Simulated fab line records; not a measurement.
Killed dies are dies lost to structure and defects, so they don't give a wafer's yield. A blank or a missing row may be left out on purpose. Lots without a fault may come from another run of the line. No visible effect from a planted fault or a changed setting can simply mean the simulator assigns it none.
Which of the tools did it? || flow nand harc || 24 lots with 72 wafers sampled at 2 steps, on a route of 1159 steps

## WHAT EACH GAUGE READ, for each wafer
NHARC_A_SGD_CUT_CD_MEAS_09: the cd target is 100 nm.
{"lot": "L074", "measured": "day 13 17:18", "on": "cd sem-01", "cd nm (nm)": "100.2 99.7 99.6"}
{"lot": "L075", "measured": "day 14 21:38", "on": "cd sem-01", "cd nm (nm)": "100.3 101.1 100.9"}
{"lot": "L076", "measured": "day 14 21:41", "on": "cd sem-03", "cd nm (nm)": "99.1 99.7 99.7"}
{"lot": "L077", "measured": "day 14 23:04", "on": "cd sem-01", "cd nm (nm)": "99.4 99.9 100.2"}
{"lot": "L078", "measured": "day 14 23:12", "on": "cd sem-03", "cd nm (nm)": "101.4 100.0 100.3"}
{"lot": "L081", "measured": "day 15 03:38", "on": "cd sem-01", "cd nm (nm)": "99.6 99.3 98.6"}
{"lot": "L080", "measured": "day 15 09:49", "on": "cd sem-01", "cd nm (nm)": "99.6 99.7 99.3"}
{"lot": "L082", "measured": "day 15 17:32", "on": "cd sem-01", "cd nm (nm)": "100.2 100.5 101.2"}
{"lot": "L079", "measured": "day 15 17:41", "on": "cd sem-01", "cd nm (nm)": "98.7 99.7 99.4"}
{"lot": "L083", "measured": "day 16 03:31", "on": "cd sem-03", "cd nm (nm)": "99.0 98.7 100.2"}
{"lot": "L084", "measured": "day 16 16:42", "on": "cd sem-02", "cd nm (nm)": "99.7 100.3 100.5"}
{"lot": "L086", "measured": "day 16 16:52", "on": "cd sem-03", "cd nm (nm)": "100.3 98.9 100.1"}
{"lot": "L087", "measured": "day 17 00:07", "on": "cd sem-01", "cd nm (nm)": "99.6 99.2 99.1"}
{"lot": "L085", "measured": "day 17 07:25", "on": "cd sem-03", "cd nm (nm)": "99.6 99.6 99.3"}
{"lot": "L089", "measured": "day 17 12:31", "on": "cd sem-02", "cd nm (nm)": "100.2 100.0 99.8"}
{"lot": "L091", "measured": "day 17 20:53", "on": "cd sem-02", "cd nm (nm)": "99.6 99.6 99.5"}
{"lot": "L088", "measured": "day 17 21:35", "on": "cd sem-01", "cd nm (nm)": "100.0 99.1 99.0"}
{"lot": "L090", "measured": "day 17 21:57", "on": "cd sem-01", "cd nm (nm)": "99.1 99.7 99.3"}
{"lot": "L093", "measured": "day 17 22:20", "on": "cd sem-03", "cd nm (nm)": "99.4 100.6 99.4"}
{"lot": "L092", "measured": "day 17 22:59", "on": "cd sem-01", "cd nm (nm)": "99.4 98.9 99.0"}
{"lot": "L094", "measured": "day 18 08:50", "on": "cd sem-02", "cd nm (nm)": "99.7 99.8 98.8"}
{"lot": "L096", "measured": "day 18 21:13", "on": "cd sem-02", "cd nm (nm)": "100.0 100.6 100.0"}
{"lot": "L095", "measured": "day 18 21:34", "on": "cd sem-02", "cd nm (nm)": "100.2 99.6 100.4"}
{"lot": "L097", "measured": "day 19 23:01", "on": "cd sem-02", "cd nm (nm)": "99.8 99.9 100.3"}

## WHAT TOOL EACH LOT RAN ON (gives the tool, then ch and the chambers of the sampled wafers, and finally the start)
{"lot": "L074", "NHARC_A_STAIRCASE_DEP_471": "pecvd-01 ch 0,1, day 13 15:53"}
{"lot": "L075", "NHARC_A_STAIRCASE_DEP_471": "pecvd-01 ch 0,1, day 14 20:23"}
{"lot": "L076", "NHARC_A_STAIRCASE_DEP_471": "pecvd-04 ch 0,1,2, day 14 20:24"}
{"lot": "L077", "NHARC_A_STAIRCASE_DEP_471": "pecvd-04 ch 0,1,2, day 14 21:44"}
{"lot": "L078", "NHARC_A_STAIRCASE_DEP_471": "pecvd-01 ch 0,1, day 14 21:49"}
{"lot": "L081", "NHARC_A_STAIRCASE_DEP_471": "pecvd-04 ch 0,1,2, day 15 02:15"}
{"lot": "L080", "NHARC_A_STAIRCASE_DEP_471": "pecvd-01 ch 0,1, day 15 08:32"}
{"lot": "L082", "NHARC_A_STAIRCASE_DEP_471": "pecvd-01 ch 0,2, day 15 16:03"}
{"lot": "L079", "NHARC_A_STAIRCASE_DEP_471": "pecvd-04 ch 1,2, day 15 16:05"}
{"lot": "L083", "NHARC_A_STAIRCASE_DEP_471": "pecvd-01 ch 0,1,2, day 16 02:07"}
{"lot": "L084", "NHARC_A_STAIRCASE_DEP_471": "pecvd-03 ch 0,1, day 16 15:20"}
{"lot": "L086", "NHARC_A_STAIRCASE_DEP_471": "pecvd-04 ch 0,2, day 16 15:25"}
{"lot": "L087", "NHARC_A_STAIRCASE_DEP_471": "pecvd-03 ch 0,1,2, day 16 22:46"}
{"lot": "L085", "NHARC_A_STAIRCASE_DEP_471": "pecvd-03 ch 0,1, day 17 06:01"}
{"lot": "L089", "NHARC_A_STAIRCASE_DEP_471": "pecvd-01 ch 0,1,2, day 17 11:06"}
{"lot": "L091", "NHARC_A_STAIRCASE_DEP_471": "pecvd-04 ch 1,2, day 17 19:37"}
{"lot": "L088", "NHARC_A_STAIRCASE_DEP_471": "pecvd-03 ch 0,1,2, day 17 20:14"}
{"lot": "L090", "NHARC_A_STAIRCASE_DEP_471": "pecvd-01 ch 0,1,2, day 17 20:32"}
{"lot": "L093", "NHARC_A_STAIRCASE_DEP_471": "pecvd-03 ch 0,1, day 17 20:56"}
{"lot": "L092", "NHARC_A_STAIRCASE_DEP_471": "pecvd-04 ch 0,1, day 17 21:37"}
{"lot": "L094", "NHARC_A_STAIRCASE_DEP_471": "pecvd-03 ch 0,1,2, day 18 07:27"}
{"lot": "L096", "NHARC_A_STAIRCASE_DEP_471": "pecvd-04 ch 0,1,2, day 18 19:58"}
{"lot": "L095", "NHARC_A_STAIRCASE_DEP_471": "pecvd-03 ch 0,2, day 18 20:11"}
{"lot": "L097", "NHARC_A_STAIRCASE_DEP_471": "pecvd-01 ch 0,1,2, day 19 21:28"}
- NHARC_A_STAIRCASE_DEP_471: deposits SiO2, target thk 100 nm.

## AS READ BY THE TOOLS THEMSELVES (means over the sampled wafers that have a number; for cases with no such wafer, the mark the record gives instead)
NHARC_A_STAIRCASE_DEP_471.
{"lot": "L074", "tool": "pecvd-01", "heater power outer w (W)": 334, "heater power w (W)": 603, "throttle valve pct (%)": 15.1}
{"lot": "L075", "tool": "pecvd-01", "heater power outer w (W)": 302, "heater power w (W)": 551, "throttle valve pct (%)": 15.8}
{"lot": "L076", "tool": "pecvd-04", "heater power outer w (W)": 258, "heater power w (W)": 471, "throttle valve pct (%)": 15.6}
{"lot": "L077", "tool": "pecvd-04", "heater power outer w (W)": 274, "heater power w (W)": 479, "throttle valve pct (%)": 15.9}
{"lot": "L078", "tool": "pecvd-01", "heater power outer w (W)": 297, "heater power w (W)": 545, "throttle valve pct (%)": 15.8}
{"lot": "L081", "tool": "pecvd-04", "heater power outer w (W)": 272, "heater power w (W)": 489, "throttle valve pct (%)": 15.7}
{"lot": "L080", "tool": "pecvd-01", "heater power outer w (W)": 308, "heater power w (W)": 560, "throttle valve pct (%)": 15.1}
{"lot": "L082", "tool": "pecvd-01", "heater power outer w (W)": 230, "heater power w (W)": 458, "throttle valve pct (%)": 16.0}
{"lot": "L079", "tool": "pecvd-04", "heater power outer w (W)": 333, "heater power w (W)": 578, "throttle valve pct (%)": 15.9}
{"lot": "L083", "tool": "pecvd-01", "heater power outer w (W)": 270, "heater power w (W)": 497, "throttle valve pct (%)": 15.8}
{"lot": "L084", "tool": "pecvd-03", "heater power outer w (W)": 260, "heater power w (W)": 425, "throttle valve pct (%)": 16.1}
{"lot": "L086", "tool": "pecvd-04", "heater power outer w (W)": 288, "heater power w (W)": 501, "throttle valve pct (%)": 15.8}
{"lot": "L087", "tool": "pecvd-03", "heater power outer w (W)": 265, "heater power w (W)": 480, "throttle valve pct (%)": 16.0}
{"lot": "L085", "tool": "pecvd-03", "heater power outer w (W)": 261, "heater power w (W)": 430, "throttle valve pct (%)": 16.1}
{"lot": "L089", "tool": "pecvd-01", "heater power outer w (W)": 303, "heater power w (W)": 551, "throttle valve pct (%)": 15.8}
{"lot": "L091", "tool": "pecvd-04", "heater power outer w (W)": 268, "heater power w (W)": 500, "throttle valve pct (%)": 16.1}
{"lot": "L088", "tool": "pecvd-03", "heater power outer w (W)": 291, "heater power w (W)": 511, "throttle valve pct (%)": 16.0}
{"lot": "L090", "tool": "pecvd-01", "heater power outer w (W)": 324, "heater power w (W)": 574, "throttle valve pct (%)": 15.6}
{"lot": "L093", "tool": "pecvd-03", "heater power outer w (W)": 278, "heater power w (W)": 453, "throttle valve pct (%)": 16.2}
{"lot": "L092", "tool": "pecvd-04", "heater power outer w (W)": 284, "heater power w (W)": 493, "throttle valve pct (%)": 15.8}
{"lot": "L094", "tool": "pecvd-03", "heater power outer w (W)": 281, "heater power w (W)": 509, "throttle valve pct (%)": 15.9}
{"lot": "L096", "tool": "pecvd-04", "heater power outer w (W)": 265, "heater power w (W)": 491, "throttle valve pct (%)": 15.9}
{"lot": "L095", "tool": "pecvd-03", "heater power outer w (W)": 227, "heater power w (W)": 404, "throttle valve pct (%)": 16.3}
{"lot": "L097", "tool": "pecvd-01", "heater power outer w (W)": 243, "heater power w (W)": 479, "throttle valve pct (%)": 15.6}

## THE ANSWER, worked out from the rows above alone
Rule: the lots themselves supply what counts as usual. Put in order of their means at a reading, lots are off if they are a third of the lots or fewer, leave a main group of 4 or more, and stand apart from it by a gap of 3 or more times the standard deviation of the main group's means; of several such gaps the widest counts. A main group whose means are all the same, to the digits that the tables above print for the reading, isn't used. A lot without any number at a reading at which 4 lots or more have one is off too. The other lots that the step has rows for count as sound. After the gauges, taken in route order, come the tools' own readings; for these a lot's mean is taken, as printed above. The first step at which some lot is off is used, and at that step the reading that is off furthest; a lot without a number counts as furthest.
Nothing can be told from this: no lot is off at any reading shown.

## WHAT THE SIMULATOR HAD INSERTED
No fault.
